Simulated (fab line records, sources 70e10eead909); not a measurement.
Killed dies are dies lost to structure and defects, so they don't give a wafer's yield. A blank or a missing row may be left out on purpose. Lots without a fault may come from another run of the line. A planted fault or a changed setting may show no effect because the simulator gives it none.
fab line records | flow nand_harc
record lots=14 wafers=42 last_day=24
route steps=1159 shown A_CONTACT@959 A_BONDPAD@1059 THIN_TSV@1129 END@1159
lots that met no fault: from a run of the same line without faults
start_h: hours from the record's first day to the start of the lot's first wafer shown | wait_h: hours since the lot's step before | " the same as in the row above | L1.1+2: a row that stands for several wafers | - no value, or no start given | * or withheld: withheld | < > ~ a bound
route shown NAME@n: a module of which the file shows steps, and the number in the route of the first | usual: mean/standard deviation of fault-free wafers | same: alike in all rows | chamber/n: place in a boat | sites: the reading at each site | _std_site: their standard deviation | _edge_site: outer sites' mean less inner sites' | radius_mm: how far each site lies from the wafer's centre | mask NAME#n: copy n | behind: the tool/chamber that last shaped the wafer | hold: why the lot was held/for how many hours/how that ended | device: the transistor (n, p or np) that didn't switch | end of line: the same wafers' tests at the end of the route | a step without rows: its recipe alone | killed: dies lost to structure and defects at the first sort, not the wafer's yield | map: a wafer's dies, x killed, . not, _ none there
set.NAME: the setting as run; set.NAME@STEP: as run at that earlier step | model.NAME: the simulator's own value behind a step, which no gauge read
steps of the route over a sample of lots; a table a step, a row a wafer
services: from which hour (start_h, from the record's first day; less than 0 if before it) a tool's chamber was out of use, for how many hours, and why
## steps
# step NHARC_A_CONTACT_CVD_19
# recipe target_thk_a=3000 temp_c=300 pressure_torr=40 wf6_flow_sccm=40 h2_flow_sccm=1600 ar_flow_sccm=1560 time_s=802 material=W
# usual heater_power_w=461/11 mfc_ar_sccm=1559/4.3 throttle_valve_pct=7.92/0.27
# same time_s=802
# columns lot.wafer tool chamber start_h wait_h heater_power_w mfc_ar_sccm throttle_valve_pct
L360.1 cvd_w-01 0 385.51 - 472 1554 8.12
L360.4 " 1 " " 470 1557 7.79
L360.6 " 0 " " 450 1556 7.93
L363.1 cvd_w-01 0 404.72 - 462 1558 8.19
L363.3 " 1 " " 469 1563 8.04
L363.6 " 1 " " 455 1562 7.75
L361.4 cvd_w-02 1 407.27 - 447 1559 8.07
L361.5 " 1 " " 445 1563 7.78
L361.6 " 0 " " 465 1554 7.66
L362.1 cvd_w-01 0 423.81 - 461 1560 8.35
L362.3 " 0 " " 465 1552 8.07
L362.6 " 1 " " 467 1561 7.56
L365.2 cvd_w-02 1 424.40 - 441 1562 8.02
L365.4 " 0 " " 463 1563 7.49
L365.6 " 1 " " 461 1555 7.81
L366.1 cvd_w-01 0 429.02 - 472 1566 7.96
L366.6 " 1 " " 470 1563 7.98
L366.5 " 0 " " 461 1565 8.21
L367.1 cvd_w-01 0 430.08 - 461 1560 8.15
L367.4 " 1 " " 461 1561 7.88
L367.6 " 1 " " 451 1555 8.19
L369.3 cvd_w-01 1 445.50 - 465 1556 7.74
L369.4 " 0 " " 465 1556 8.02
L369.5 " 0 " " 472 1563 7.93
L370.2 cvd_w-01 1 457.19 - 461 1558 7.94
L370.4 " 1 " " 455 1551 7.92
L370.5 " 0 " " 468 1553 8.31
L374.1 cvd_w-01 0 463.22 - 460 1565 8.22
L374.4 " 0 " " 466 1553 8.29
L374.5 " 1 " " 467 1554 8.05
L372.2 cvd_w-02 1 466.07 - 450 1559 7.96
L372.1 " 0 " " 457 1552 7.50
L372.4 " 1 " " 445 1556 8.15
L375.2 cvd_w-01 1 473.62 - 475 1561 8.09
L375.4 " 0 " " 474 1558 8.21
L375.5 " 1 " " 470 1555 7.60
L381.2 cvd_w-02 0 517.52 - 454 1548 7.72
L381.3 " 1 " " 447 1557 7.85
L381.5 " 0 " " 448 1550 7.82
L380.3 cvd_w-02 1 518.50 - 459 1563 8.16
L380.5 " 0 " " 455 1567 7.67
L380.6 " 1 " " 447 1567 7.87
# step NHARC_A_BONDPAD_DEP_00
# recipe target_thk_a=2500 temp_c=370 target_thk_nm=250 pressure_torr=3 flow_sccm=200 rf_w=450 material=SiCN
# usual heater_power_w=610/59
# columns lot.wafer tool chamber start_h wait_h heater_power_w
L360.1 pecvd-02 2 - - 559
L360.6 " 0 " " 723
L360.4 " 1 " " 619
L363.1 pecvd-02 1 418.46 - 524
L363.3 " 2 " " 671
L363.6 " 0 " " 674
L361.4 pecvd-04 0 420.68 - 564
L361.6 " 1 " " 538
L361.5 " 2 " " 674
L362.1 pecvd-02 1 439.51 - 602
L362.3 " 2 " " 539
L362.6 " 1 " " 598
L365.2 pecvd-04 1 439.58 - 585
L365.4 " 1 " " 588
L365.6 " 2 " " 711
L366.1 pecvd-02 0 448.70 - 707
L366.6 " 0 " " 716
L366.5 " 2 " " 625
L367.1 pecvd-03 1 448.84 - 524
L367.6 " 1 " " 534
L367.4 " 0 " " 579
L369.3 pecvd-03 2 459.02 - 588
L369.4 " 1 " " 562
L369.5 " 2 " " 495
L370.2 pecvd-04 0 473.60 - 657
L370.5 " 2 " " 740
L370.4 " 0 " " 537
L374.1 pecvd-04 1 476.89 - 582
L374.4 " 2 " " 608
L374.5 " 0 " " 620
L372.1 pecvd-02 1 482.34 - 624
L372.2 " 2 " " 576
L372.4 " 2 " " 609
L375.2 pecvd-03 1 - - 628
L375.4 " 2 " " 575
L375.5 " 0 " " 596
L381.3 pecvd-02 0 531.31 - 647
L381.2 " 2 " " 697
L381.5 " 0 " " 674
L380.3 pecvd-03 0 532.04 - 601
L380.5 " 0 " " 620
L380.6 " 2 " " 548
# step NHARC_A_BONDPAD_THK_MEAS_30
# recipe thk_meas_gauge=ellipsometry
# usual thk_nm=200.2/1.5
# columns lot.wafer tool chamber start_h wait_h thk_nm
L360.1 film_metro-01 - 409.18 0.2 200.6
L360.4 " - " " 202.5
L360.6 " - " " 201.1
L363.1 film_metro-02 - 419.07 0.2 197.7
L363.3 " - " " 198.9
L363.6 " - " " 197.4
L361.4 film_metro-02 - 421.20 0.2 200.7
L361.5 " - " " 203.2
L361.6 " - " " 200.9
L362.1 film_metro-02 - 440.12 0.2 199.3
L362.3 " - " " 200.2
L362.6 " - " " 199.9
L365.2 film_metro-01 - 440.20 0.2 200.6
L365.4 " - " " 197.9
L365.6 " - " " 197.7
L366.1 film_metro-01 - 449.36 0.2 199.9
L366.5 " - " " 199.2
L366.6 " - " " 202.6
L367.1 film_metro-01 - 449.49 0.1 200.4
L367.4 " - " " 201.4
L367.6 " - " " 202.4
L369.3 film_metro-01 - 459.63 0.2 200.9
L369.4 " - " " 200.2
L369.5 " - " " 199.5
L370.2 film_metro-02 - 474.21 0.2 201.3
L370.4 " - " " 199.5
L370.5 " - " " 201.1
L374.1 film_metro-01 - 477.55 0.2 199.4
L374.4 " - " " 201.0
L374.5 " - " " 199.8
L372.1 film_metro-01 - 482.99 0.2 199.5
L372.2 " - " " 200.4
L372.4 " - " " 198.7
L375.2 film_metro-01 - 493.76 0.2 198.9
L375.4 " - " " 199.0
L375.5 " - " " 200.1
L381.2 film_metro-01 - 531.97 0.2 196.5
L381.3 " - " " 197.8
L381.5 " - " " 199.4
L380.3 film_metro-01 - 532.69 0.2 198.0
L380.5 " - " " 198.3
L380.6 " - " " 197.1
# step NHARC_THIN_TSV_PVD_19
# recipe target_thk_a=200 chamber_pressure_pa=5 material=TaN
# usual throttle_valve_pct=30.1/1.2
# columns lot.wafer tool chamber start_h wait_h throttle_valve_pct
L360.1 pvd_sputter-02 - - - 28.1
L360.4 " - " " 31.1
L360.6 " - " " 31.1
L363.3 pvd_sputter-01 - - - 30.8
L363.1 " - " " 27.6
L363.6 " - " " 30.5
L361.4 pvd_sputter-01 - - - 30.5
L361.5 " - " " 30.7
L361.6 " - " " 30.5
L362.1 pvd_sputter-01 - - - 30.4
L362.3 " - " " 27.9
L362.6 " - " " 27.7
L365.2 pvd_sputter-01 - - - 30.6
L365.4 " - " " 30.4
L365.6 " - " " 30.7
L366.1 pvd_sputter-02 - - - 30.6
L366.6 " - " " 31.1
L366.5 " - " " 30.3
L367.4 pvd_sputter-02 - - - 31.2
L367.1 " - " " 30.5
L367.6 " - " " 27.8
L369.3 pvd_sputter-03 - - - 31.0
L369.4 " - " " 30.9
L369.5 " - " " 30.6
L370.4 pvd_sputter-03 - - - 31.3
L370.2 " - " " 31.0
L370.5 " - " " 31.3
L374.4 pvd_sputter-01 - - - 30.7
L374.1 " - " " 30.6
L374.5 " - " " 30.6
L372.2 pvd_sputter-03 - - - 31.7
L372.4 " - " " 31.3
L372.1 " - " " 30.1
L375.2 pvd_sputter-02 - - - 30.4
L375.4 " - " " 28.0
L375.5 " - " " 28.8
L381.3 pvd_sputter-03 - - - 30.9
L381.2 " - " " 31.1
L381.5 " - " " 31.4
L380.3 pvd_sputter-02 - - - 28.6
L380.6 " - " " 30.4
L380.5 " - " " 28.6
# step NHARC_END_SORT_01
# recipe temp_c=25
# usual killed_at_array=26/9.9 killed_at_other=0.8/1 killed_at_periphery=2.8/2.2 killed_dies=29/9.9 killed_open=3.2/1.8 killed_short=2.1/1.4
# same gross_dies=677
# columns lot.wafer tool chamber start_h wait_h killed_at_array killed_at_other killed_at_periphery killed_dies killed_open killed_short
L374.1 prober-01 0 512.10 2.5 76 0 1 77 2 2
L374.4 prober-01 0 514.50 3.4 87 0 1 88 6 4
L374.5 prober-01 0 515.30 3.7 84 0 3 87 6 6
L375.2 prober-02 0 526.03 2.8 89 1 7 97 2 2
L375.4 prober-02 0 527.61 3.4 97 0 7 104 6 0
L375.5 prober-02 0 528.40 3.7 93 1 2 96 3 2
# killed by level:class
L374.1 A_CONTACT:unspecified=65 A_CHANNEL_HOLE_D1:chamber_film_flake=4 P_M0:geometric_particle:open=1 A_ONON_D1:geometric_particle:short=1 A_SGD_CUT:geometric_particle:open=1 A_WL_FILL:geometric_particle:short=1 A_CHANNEL_FILL_D1:chamber_film_flake=1 A_STAIRCASE:chamber_film_flake=1
L374.4 A_CONTACT:unspecified=68 A_CHANNEL_HOLE_D1:chamber_film_flake=4 A_CONTACT:chamber_film_flake=4 A_CHANNEL_FILL_D1:geometric_particle:open=3 A_WL_FILL:geometric_particle:open=2 A_STAIRCASE:chamber_film_flake=2 P_M1:geometric_particle:short=1 A_ONON_D1:geometric_particle:short=1
L374.5 A_CONTACT:unspecified=66 A_CONTACT:chamber_film_flake=3 P_GATE:geometric_particle:open=2 A_CHANNEL_FILL_D1:geometric_particle:short=2 A_SGD_CUT:geometric_particle:short=2 A_WL_FILL:geometric_particle:short=2 A_CONTACT:geometric_particle:open=2 A_CHANNEL_HOLE_D1:chamber_film_flake=2
L375.2 A_CONTACT:unspecified=63 A_SLIT:chamber_film_flake=17 P_CONTACT:chamber_film_flake=5 A_WL_FILL:chamber_film_flake=4 A_CONTACT:chamber_film_flake=2 P_GATE:geometric_particle:open=1 A_ONON_D1:geometric_particle:open=1 A_CHANNEL_HOLE_D1:geometric_particle:short=1
L375.4 A_CONTACT:unspecified=72 A_SLIT:chamber_film_flake=7 A_CONTACT:chamber_film_flake=5 A_CHANNEL_HOLE_D1:chamber_film_flake=4 P_CONTACT:chamber_film_flake=3 A_STAIRCASE:chamber_film_flake=3 P_GATE:geometric_particle:open=2 A_CONTACT:geometric_particle:open=2
L375.5 A_CONTACT:unspecified=69 A_SLIT:chamber_film_flake=12 A_CONTACT:chamber_film_flake=4 A_CHANNEL_HOLE_D1:chamber_film_flake=3 A_STAIRCASE:chamber_film_flake=2 P_M1:geometric_particle:open=1 P_M1:geometric_particle:short=1 A_STAIRCASE:geometric_particle:open=1
## services
# columns tool chamber start_h hours kind
pecvd-03 0 373.80 4.0 repair
pvd_sputter-01 - 376.08 1.0 repair
pecvd-04 - 376.36 13.0 pm
cvd_w-02 - 378.09 13.0 pm
cvd_w-01 - 380.59 1.5 repair
pvd_sputter-03 - 388.46 0.5 repair
pvd_sputter-03 - 391.83 12.8 repair
pvd_sputter-02 - 392.00 10.0 pm
pecvd-04 1 400.73 6.5 repair
pvd_sputter-03 - 406.45 8.6 repair
pecvd-03 0 417.01 3.6 repair
pvd_sputter-01 - 435.69 2.1 repair
pvd_sputter-03 - 458.00 10.0 pm
pvd_sputter-03 - 471.96 0.8 repair
pecvd-03 - 473.26 13.0 pm
cvd_w-01 - 474.74 13.0 pm
pecvd-04 - 486.03 0.9 repair
pecvd-04 - 490.01 1.8 repair
pvd_sputter-01 - 498.02 3.1 repair
pvd_sputter-03 - 507.90 2.0 repair
pecvd-02 - 515.07 13.0 pm
pvd_sputter-01 - 518.10 10.0 pm
cvd_w-01 1 540.94 10.8 repair
cvd_w-02 0 543.35 1.7 repair
## key
first_sign step=NHARC_END_SORT_01 reading=killed_dies direction=up sigmas=6.3 usual=29 struck=92
effect step=NHARC_END_SORT_01 reading=killed_at_array direction=up sigmas=6.2 usual=26 struck=88
more_kills_born_at NHARC_A_CONTACT_CVD_19@cvd_w-01=403
met_at NHARC_A_CONTACT_CVD_19
struck_lots L374,L375
tester_left_out L374,L375
not_acting_at NHARC_A_BONDPAD_DEP_00,NHARC_A_BONDPAD_THK_MEAS_30,NHARC_THIN_TSV_PVD_19
onset_between 457.19 463.22
fault kind=chamber_particle_source tool=cvd_w-01 chamber=- onset_h=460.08 steps=NHARC_A_CONTACT_CVD_19 rate_per_visit_cm2=0.44847 end_h=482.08
# tester_left_out: of these lots the tester's yield and bins aren't shown, on N5 and GAA mostly nor the transistor test; their killed dies are dies lost to structure and defects alone, not to doping, threshold or leakage, so they don't give the yield
